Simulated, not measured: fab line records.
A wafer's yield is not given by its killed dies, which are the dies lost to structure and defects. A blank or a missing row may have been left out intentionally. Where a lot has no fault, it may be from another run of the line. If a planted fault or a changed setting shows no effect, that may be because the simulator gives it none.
fab line records | flow nand_harc
record lots=12 | wafers=36 | last_day=32
route steps=1302 shown A_SLIT@923 A_WL_FILL@957 END@1302
lots that met no fault: from a run of the same line without faults
start_h: the number of hours between the record's first day and the start of the first shown wafer of the lot | wait_h: time in hours since the lot's previous step | " identical to the entry in the row above | L1.1+2: one row covering several wafers at once | - value missing, or start not given | * or withheld: withheld | < > ~ a bound
route shown NAME@n: a module of which the file shows steps, and the number in the route of the first | usual: average and standard deviation across the fault-free wafers | same: alike in all rows | chamber/n: place in a boat | sites: the reading at each site | _std_site: standard deviation across them | _edge_site: the outer-site mean with the inner-site mean subtracted | radius_mm: how far each site lies from the wafer's centre | mask NAME#n: copy n | behind: the most recent tool/chamber to have shaped the wafer | hold: why the lot was held/for how many hours/how that ended | device: whichever transistor did not switch (one of n, p or np) | end of line: tests run on the same wafers once the route is complete | where a step has no rows: the recipe by itself | killed: the dies lost at the first sort to structure and to defects; this is not the yield of the wafer | map: dies across one wafer; x = killed, . = not, _ = none there
set.NAME: setting as actually run; set.NAME@STEP: the setting as run at that earlier step | model.NAME: the simulator's own value behind a step, which no gauge read
route steps across a sampled set of lots; one table per step, one row per wafer
services: a tool's chamber out of use, with start hour (start_h, from the record's first day; less than 0 if before it), hours out, and reason
## steps
# step NHARC_A_SLIT_DEP_00
# recipe target_thk_a=62000 | temp_c=400 | material=aC
# usual throttle_valve_pct=34.999/0.0091
lot.wafer | tool       | chamber | start_h | wait_h | throttle_valve_pct
L852.1    | acl_dep-02 | 0       | 455.06  | -      | 34.997
L852.2    | "          | 0       | "       | "      | 35.016
L852.3    | "          | 0       | "       | "      | 34.999
L854.1    | acl_dep-02 | 0       | 466.23  | -      | 34.996
L854.4    | "          | 0       | 468.13  | -      | 34.999
L854.5    | "          | 0       | "       | "      | 34.996
L855.2    | acl_dep-02 | 0       | 487.06  | -      | 35.006
L855.4    | "          | 0       | 488.30  | -      | 34.999
L855.6    | "          | 0       | 489.55  | -      | 35.006
L856.1    | acl_dep-01 | 0       | 488.70  | -      | 34.997
L856.2    | "          | 0       | "       | "      | 34.992
L856.3    | "          | 0       | "       | "      | 35.012
L857.1    | acl_dep-01 | 0       | 500.39  | -      | 34.981
L857.2    | "          | 0       | "       | "      | 34.993
L857.3    | "          | 0       | "       | "      | 34.997
L860.1    | acl_dep-02 | 0       | 529.51  | -      | 34.996
L860.2    | "          | 0       | "       | "      | 34.993
L860.3    | "          | 0       | "       | "      | 35.012
L863.1    | acl_dep-02 | 0       | 547.02  | -      | 35.007
L863.4    | "          | 0       | 548.90  | -      | 35.008
L863.5    | "          | 0       | "       | "      | 35.000
L864.1    | acl_dep-03 | 0       | 565.66  | -      | 34.991
L864.2    | "          | 0       | "       | "      | 35.005
L864.5    | "          | 0       | 568.14  | -      | 35.001
L865.1    | acl_dep-02 | 0       | 580.53  | -      | 34.987
L865.2    | "          | 0       | "       | "      | 34.997
L865.4    | "          | 0       | 582.43  | -      | 34.981
L867.1    | acl_dep-02 | 0       | 597.78  | 0.3    | 35.001
L867.2    | "          | 0       | "       | "      | 35.028
L867.6    | "          | 0       | 600.91  | 3.3    | 35.003
L871.1    | acl_dep-02 | 0       | 643.97  | -      | 35.003
L871.3    | "          | 0       | 645.22  | -      | 34.989
L871.4    | "          | 0       | "       | "      | 34.995
L874.1    | acl_dep-02 | 0       | 654.69  | -      | 35.011
L874.2    | "          | 0       | "       | "      | 35.002
L874.5    | "          | 0       | 657.17  | -      | 35.024
# step NHARC_A_SLIT_DESCUM_14
# recipe time_s=3 | o2_flow_sccm=200 | ar_flow_sccm=0 | bias_power_w=0 | chemistry=O2
# usual drypump_motor_current_A=5.6/0.46 | oes_product_au=0.999/0.0072 | rf_vpp_V=57.7/0.91 | showerhead_plenum_p_Torr=1.89/0.088 | throttle_valve_pct=11.311/0.0099
lot.wafer | tool        | chamber | start_h | wait_h | drypump_motor_current_A | oes_product_au | rf_hours_counter_h | rf_vpp_V | showerhead_plenum_p_Torr | throttle_valve_pct
L852.3    | rie_diel-12 | 2       | 459.65  | 0.1    | 5.8                     | 1.000          | 0.0                | 56.7     | 1.79                     | 11.327
L852.2    | "           | 3       | "       | "      | 6.2                     | 1.006          | 0.2                | 56.6     | 1.88                     | 11.297
L852.1    | "           | 0       | "       | "      | 6.1                     | 1.004          | 0.2                | 57.0     | 1.85                     | 11.310
L854.1    | rie_diel-05 | 3       | 470.81  | 0.1    | 5.1                     | 0.985          | 2.9                | 58.5     | 1.83                     | 11.305
L854.5    | "           | 1       | "       | "      | 5.1                     | 0.990          | -                  | 59.2     | 2.04                     | 11.326
L854.4    | "           | 3       | "       | "      | 5.1                     | 0.992          | -                  | 56.7     | 1.83                     | 11.316
L855.2    | rie_diel-12 | 1       | 491.06  | 0.1    | 5.3                     | 0.999          | 1.8                | 58.9     | 1.86                     | 11.304
L855.4    | "           | 3       | "       | "      | 6.2                     | 1.002          | 1.7                | 58.4     | 1.88                     | 11.301
L855.6    | "           | 0       | "       | "      | 6.1                     | 1.004          | -                  | 57.2     | 1.84                     | 11.301
L856.3    | rie_diel-05 | 1       | 493.23  | 0.1    | 5.1                     | 0.991          | 4.5                | 57.6     | 2.04                     | 11.311
L856.2    | "           | 3       | "       | "      | 5.1                     | 0.997          | 4.3                | 58.3     | 1.83                     | 11.308
L856.1    | "           | 0       | "       | "      | 5.5                     | 1.013          | 3.9                | 57.4     | 2.04                     | 11.321
L857.1    | rie_diel-05 | 0       | 505.03  | 0.1    | 5.4                     | 1.003          | 5.1                | 59.3     | 2.04                     | 11.321
L857.2    | "           | 1       | "       | "      | 5.1                     | 1.001          | 5.8                | 58.1     | 2.04                     | 11.320
L857.3    | "           | 2       | "       | "      | 5.1                     | 1.008          | 5.0                | 58.6     | 1.85                     | 11.285
L860.2    | rie_diel-12 | 0       | 534.11  | 0.1    | 6.0                     | 1.002          | 4.8                | 57.0     | 1.84                     | 11.315
L860.1    | "           | 2       | "       | "      | 5.8                     | 1.008          | 5.5                | 57.9     | 1.79                     | 11.310
L860.3    | "           | 3       | "       | "      | 6.2                     | 1.011          | 5.0                | 56.3     | 1.87                     | 11.308
L863.4    | rie_diel-12 | 3       | 551.68  | 0.1    | 6.3                     | 1.005          | 5.6                | 57.6     | 1.87                     | 11.306
L863.1    | "           | 0       | "       | "      | 6.0                     | 0.997          | 6.2                | 56.8     | 1.84                     | 11.305
L863.5    | "           | 2       | "       | "      | 5.8                     | 0.997          | -                  | 57.2     | 1.79                     | 11.323
L864.2    | rie_diel-05 | 2       | 570.27  | 0.1    | 5.1                     | 1.011          | 7.4                | 58.3     | 1.85                     | 11.312
L864.1    | "           | 0       | "       | "      | 5.5                     | 1.001          | 9.1                | 58.7     | 2.04                     | 11.318
L864.5    | "           | 2       | "       | "      | 5.2                     | 1.011          | -                  | 57.7     | 1.85                     | 11.329
L865.2    | rie_diel-12 | 0       | 585.09  | 0.1    | 6.0                     | 0.991          | 8.7                | 56.0     | 1.84                     | 11.305
L865.1    | "           | 1       | "       | "      | 5.3                     | 0.997          | 10.0               | 57.7     | 1.86                     | 11.304
L865.4    | "           | 2       | "       | "      | 5.9                     | 1.000          | 9.5                | 58.2     | 1.79                     | 11.301
L867.2    | rie_diel-06 | 1       | 602.51  | 0.1    | 5.8                     | 0.992          | 4.9                | 57.0     | 1.92                     | 11.315
L867.1    | "           | 0       | "       | "      | 6.0                     | 0.987          | 4.8                | 56.3     | 1.92                     | 11.304
L867.6    | "           | 1       | "       | "      | 5.8                     | 0.992          | -                  | 56.5     | 1.92                     | 11.300
L871.3    | rie_diel-06 | 0       | 648.76  | 0.1    | 6.1                     | 0.999          | 8.1                | 58.7     | 1.92                     | 11.314
L871.1    | "           | 2       | "       | "      | 6.4                     | 0.988          | 8.1                | 57.2     | 1.79                     | 11.310
L871.4    | "           | 3       | "       | "      | 4.9                     | 0.995          | 8.8                | 57.1     | 2.06                     | 11.316
L874.2    | rie_diel-12 | 2       | 659.30  | 0.1    | 5.8                     | 1.000          | 1.3                | 57.5     | 1.79                     | 11.318
L874.1    | "           | 1       | "       | "      | 5.4                     | 1.002          | 1.2                | 55.8     | 1.86                     | 11.325
L874.5    | "           | 2       | "       | "      | 5.8                     | 1.005          | -                  | 57.0     | 1.79                     | 11.321
# step NHARC_A_SLIT_STRIP_18
# recipe o2_flow_sccm=500 | ar_flow_sccm=0 | bias_w=0 | chemistry=O2
# usual drypump_motor_current_A=5.6/0.51 | oes_product_au=0.998/0.0082 | rf_vpp_V=57.7/0.97 | showerhead_plenum_p_Torr=3.51/0.16 | throttle_valve_pct=17.036/0.0098
lot.wafer | tool        | chamber | start_h | wait_h | drypump_motor_current_A | oes_product_au | rf_hours_counter_h | rf_vpp_V | showerhead_plenum_p_Torr | throttle_valve_pct
L852.2    | rie_diel-12 | 3       | -       | -      | 6.2                     | 1.013          | 1                  | 57.6     | 3.46                     | 17.029
L852.1    | "           | 0       | "       | "      | 6.0                     | 1.006          | 1                  | 57.1     | 3.41                     | 17.043
L852.3    | "           | 1       | "       | "      | 5.3                     | 0.995          | 1                  | 55.6     | 3.44                     | 17.047
L854.4    | rie_diel-06 | 1       | -       | -      | 5.8                     | 0.990          | 8                  | 57.3     | 3.54                     | 17.026
L854.1    | "           | 2       | "       | "      | 6.4                     | 0.999          | 8                  | 56.3     | 3.31                     | 17.035
L854.5    | "           | 1       | "       | "      | 5.8                     | 0.997          | -                  | 57.3     | 3.54                     | 17.031
L855.4    | rie_diel-05 | 3       | -       | -      | 5.1                     | 0.982          | 5                  | 55.9     | 3.38                     | 17.031
L855.2    | "           | 0       | "       | "      | 5.5                     | 0.998          | 4                  | 59.3     | 3.74                     | 17.039
L855.6    | "           | 0       | "       | "      | 5.5                     | 0.989          | -                  | 57.7     | 3.74                     | 17.038
L856.3    | rie_diel-05 | 3       | -       | -      | 5.2                     | 0.999          | 5                  | 55.9     | 3.38                     | 17.042
L856.2    | "           | 1       | "       | "      | 5.1                     | 0.994          | 6                  | 57.8     | 3.75                     | 17.046
L856.1    | "           | 2       | "       | "      | 5.1                     | 0.997          | 5                  | 57.6     | 3.43                     | 17.026
L857.1    | rie_diel-06 | 3       | -       | -      | 4.8                     | 1.002          | 2                  | 58.0     | 3.78                     | 17.021
L857.2    | "           | 1       | "       | "      | 5.8                     | 0.997          | 2                  | 58.2     | 3.54                     | 17.031
L857.3    | "           | 2       | "       | "      | 6.4                     | 0.996          | 2                  | 56.3     | 3.31                     | 17.030
L860.1    | rie_diel-12 | 1       | -       | -      | 5.3                     | 0.989          | 7                  | 57.3     | 3.44                     | 17.031
L860.3    | "           | 2       | "       | "      | 5.8                     | 0.993          | 6                  | 57.7     | 3.32                     | 17.051
L860.2    | "           | 0       | "       | "      | 6.0                     | 1.006          | 6                  | 56.6     | 3.41                     | 17.058
L863.1    | rie_diel-06 | 1       | -       | -      | 5.8                     | 0.996          | 3                  | 58.2     | 3.54                     | 17.042
L863.4    | "           | 0       | "       | "      | 6.1                     | 0.999          | 3                  | 56.6     | 3.55                     | 17.036
L863.5    | "           | 1       | "       | "      | 5.8                     | 0.993          | -                  | 56.8     | 3.54                     | 17.025
L864.1    | rie_diel-05 | 3       | -       | -      | 5.1                     | 0.999          | 9                  | 57.2     | 3.38                     | 17.038
L864.2    | "           | 0       | "       | "      | 5.5                     | 1.005          | 10                 | 57.1     | 3.74                     | 17.042
L864.5    | "           | 2       | "       | "      | 5.1                     | 0.996          | -                  | 57.5     | 3.42                     | 17.048
L865.1    | rie_diel-12 | 1       | -       | -      | 5.3                     | 1.014          | 11                 | 58.8     | 3.43                     | 17.038
L865.4    | "           | 2       | "       | "      | 5.8                     | 1.008          | 10                 | 57.5     | 3.32                     | 17.035
L865.2    | "           | 0       | "       | "      | 6.0                     | 1.013          | 9                  | 55.8     | 3.41                     | 17.037
L867.2    | rie_diel-06 | 2       | -       | -      | 6.4                     | 0.997          | 6                  | 57.1     | 3.31                     | 17.023
L867.1    | "           | 0       | "       | "      | 6.1                     | 0.998          | 6                  | 57.0     | 3.55                     | 17.023
L867.6    | "           | 2       | "       | "      | 6.4                     | 1.000          | -                  | 58.4     | 3.31                     | 17.038
L871.3    | rie_diel-06 | 2       | -       | -      | 6.4                     | 0.990          | 9                  | 57.7     | 3.31                     | 17.035
L871.1    | "           | 3       | "       | "      | 4.9                     | 0.997          | 9                  | 57.3     | 3.77                     | 17.028
L871.4    | "           | 0       | "       | "      | 6.1                     | 0.997          | 9                  | 58.3     | 3.55                     | 17.027
L874.1    | rie_diel-12 | 2       | -       | -      | 5.8                     | 1.002          | 3                  | 56.9     | 3.32                     | 17.052
L874.2    | "           | 0       | "       | "      | 6.1                     | 0.977          | 3                  | 57.1     | 3.40                     | 17.018
L874.5    | "           | 3       | "       | "      | 6.2                     | 1.020          | -                  | 57.1     | 3.46                     | 17.014
# step NHARC_A_WL_FILL_ETCHBACK_04
# recipe target_depth_a=600 | time_s=120 | chemistry=NF3
# usual drypump_motor_current_A=5.6/0.5 | oes_product_au=0.997/0.0064 | run_length_s=141.5/0.32
lot.wafer | tool         | chamber | start_h | wait_h | drypump_motor_current_A | oes_product_au | rf_hours_counter_h | run_length_s
L852.2    | rie_metal-01 | 0       | 473.97  | 0.3    | 6.0                     | 1.004          | 1.2                | 141.5
L852.1    | "            | 1       | "       | "      | 4.8                     | 0.991          | 1.2                | 141.2
L852.3    | "            | 0       | "       | "      | 6.0                     | 0.999          | -                  | 141.6
L854.1    | rie_metal-01 | 1       | 485.63  | 0.3    | 4.8                     | 0.980          | 1.5                | 141.4
L854.4    | "            | 0       | "       | "      | 6.0                     | 0.997          | -                  | 141.3
L854.5    | "            | 0       | "       | "      | 6.0                     | 0.994          | -                  | 141.8
L855.2    | rie_metal-02 | 0       | 505.34  | 0.3    | 5.6                     | 1.005          | 0.4                | 142.0
L855.4    | "            | 0       | "       | "      | 5.6                     | 0.988          | -                  | 141.8
L855.6    | "            | 0       | "       | "      | 5.6                     | 1.002          | -                  | 141.5
L856.1    | rie_metal-01 | 0       | 507.53  | 0.3    | 6.0                     | 0.992          | 1.9                | 141.7
L856.2    | "            | 1       | "       | "      | 4.8                     | 0.990          | 1.9                | 140.9
L856.3    | "            | 0       | "       | "      | 6.0                     | 0.999          | -                  | 142.1
L857.2    | rie_metal-02 | 1       | 522.79  | 0.3    | 6.3                     | 0.995          | 0.6                | 141.6
L857.1    | "            | 0       | "       | "      | 5.6                     | 0.992          | 0.7                | 141.6
L857.3    | "            | 0       | "       | "      | 5.6                     | 0.996          | -                  | 141.8
L860.2    | rie_metal-03 | 0       | 548.64  | 0.3    | 5.7                     | 0.996          | 0.3                | 141.3
L860.1    | "            | 1       | "       | "      | 5.6                     | 0.991          | 0.3                | 141.8
L860.3    | "            | 1       | "       | "      | 5.6                     | 1.000          | -                  | 142.0
L863.1    | rie_metal-03 | 0       | 565.99  | 0.3    | 5.7                     | 0.990          | 0.6                | 141.4
L863.4    | "            | 0       | "       | "      | 5.7                     | 0.989          | -                  | 141.1
L863.5    | "            | 1       | "       | "      | 5.6                     | 1.001          | -                  | 141.7
L864.2    | rie_metal-01 | 0       | 584.85  | 0.5    | 6.0                     | 0.994          | 0.0                | 141.9
L864.1    | "            | 1       | "       | "      | 4.8                     | 1.006          | 0.0                | 140.9
L864.5    | "            | 1       | "       | "      | 4.8                     | 0.990          | -                  | 141.6
L865.2    | rie_metal-03 | 0       | 599.58  | 0.3    | 5.7                     | 0.989          | 1.1                | 140.9
L865.1    | "            | 1       | "       | "      | 5.6                     | 0.995          | 1.1                | 142.1
L865.4    | "            | 1       | "       | "      | 5.5                     | 1.002          | -                  | 142.2
L867.1    | rie_metal-01 | 1       | 616.82  | 0.3    | 4.8                     | 0.995          | 0.7                | 141.1
L867.2    | "            | 0       | "       | "      | 6.0                     | 0.999          | 0.7                | 141.7
L867.6    | "            | 1       | "       | "      | 4.8                     | 1.000          | -                  | 141.1
L871.1    | rie_metal-03 | 0       | 663.23  | 0.3    | 5.7                     | 1.000          | 2.3                | 134.6
L871.4    | "            | 1       | "       | "      | 5.6                     | 1.005          | -                  | 141.7
L871.3    | "            | 0       | "       | "      | 5.7                     | 0.994          | -                  | 134.2
L874.1    | rie_metal-03 | 1       | 677.19  | 0.3    | 5.6                     | 0.990          | 2.6                | 134.6
L874.2    | "            | 0       | "       | "      | 5.7                     | 0.981          | 2.6                | 141.6
L874.5    | "            | 1       | "       | "      | 5.6                     | 0.986          | -                  | 142.1
# step NHARC_END_SORT_01
# recipe temp_c=25
# usual killed_at_array=61/23 | killed_at_other=1.3/1.4 | killed_at_periphery=4.0/2.6 | killed_dies=66/22 | killed_open=3.4/1.8 | killed_short=2.3/1.4
# same gross_dies=677
lot.wafer | tool      | chamber | start_h | wait_h | killed_at_array | killed_at_other | killed_at_periphery | killed_dies | killed_open | killed_short
L864.5    | prober-01 | 0       | 680.96  | 3.7    | 56              | 0               | 5                   | 61          | 4           | 4
# killed by level:class
L864.5 A_SLIT:chamber_film_flake=23 A_CHANNEL_HOLE_D2:chamber_film_flake=13 A_STAIRCASE:chamber_film_flake=6 A_CONTACT:chamber_film_flake=6 A_CHANNEL_FILL_D1:geometric_particle:open=2 A_CHANNEL_FILL_D2:geometric_particle:short=2 A_CHANNEL_HOLE_D1:chamber_film_flake=2 P_STI:geometric_particle:short=1
## services
tool         | chamber | start_h | hours | kind
rie_diel-12  | -       | 445.52  | 9.0   | pm
rie_diel-06  | 0       | 446.87  | 15.0  | repair
rie_metal-02 | -       | 454.00  | 9.0   | pm
rie_diel-05  | 2       | 470.16  | 2.5   | repair
rie_diel-05  | 0       | 476.92  | 8.5   | repair
rie_diel-12  | -       | 480.03  | 0.7   | repair
rie_diel-06  | -       | 484.20  | 9.0   | pm
rie_metal-03 | 0       | 508.25  | 8.6   | repair
rie_diel-05  | 3       | 516.35  | 4.9   | repair
rie_metal-03 | -       | 519.00  | 9.0   | pm
rie_diel-12  | 3       | 538.14  | 9.4   | repair
rie_diel-05  | 1       | 538.83  | 18.6  | repair
rie_diel-06  | 0       | 552.34  | 4.3   | repair
rie_diel-05  | 2       | 559.77  | 6.7   | repair
rie_diel-12  | 2       | 569.46  | 6.0   | repair
rie_metal-01 | -       | 575.00  | 9.0   | pm
rie_diel-05  | -       | 583.60  | 9.0   | pm
acl_dep-02   | -       | 605.21  | 13.0  | pm
rie_diel-05  | 0       | 610.26  | 1.6   | repair
rie_metal-01 | 1       | 618.24  | 5.9   | repair
rie_diel-12  | -       | 622.52  | 9.0   | pm
rie_diel-05  | 3       | 625.45  | 7.4   | repair
rie_metal-01 | 1       | 637.76  | 5.0   | repair
rie_diel-06  | -       | 661.40  | 9.0   | pm
## key
first_sign step=NHARC_A_WL_FILL_ETCHBACK_04 | reading=run_length_s | direction=down | sigmas=22 | usual=* | struck=*
effect none on later readings
met_at NHARC_A_WL_FILL_ETCHBACK_04
struck_lots L871,L874
struck_wafers L871.1,L871.3,L874.1
tester_left_out L871,L874
not_acting_at NHARC_A_SLIT_DEP_00,NHARC_A_SLIT_DESCUM_14,NHARC_A_SLIT_STRIP_18
onset_between 599.58 663.23
fault kind=process_parameter_drift | tool=rie_metal-03 | chamber=- | onset_h=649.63 | steps=NHARC_A_WL_FILL_ETCHBACK_04 | channel=time_s | offset=* | shape=step | end_h=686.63 | scope=struck_wafers_only | acts_in=* | stated=*
# tester_left_out: of these lots the tester's yield and bins aren't shown, on N5 and GAA mostly nor the transistor test; their killed dies are dies lost to structure and defects alone, not to doping, threshold or leakage, so they don't give the yield
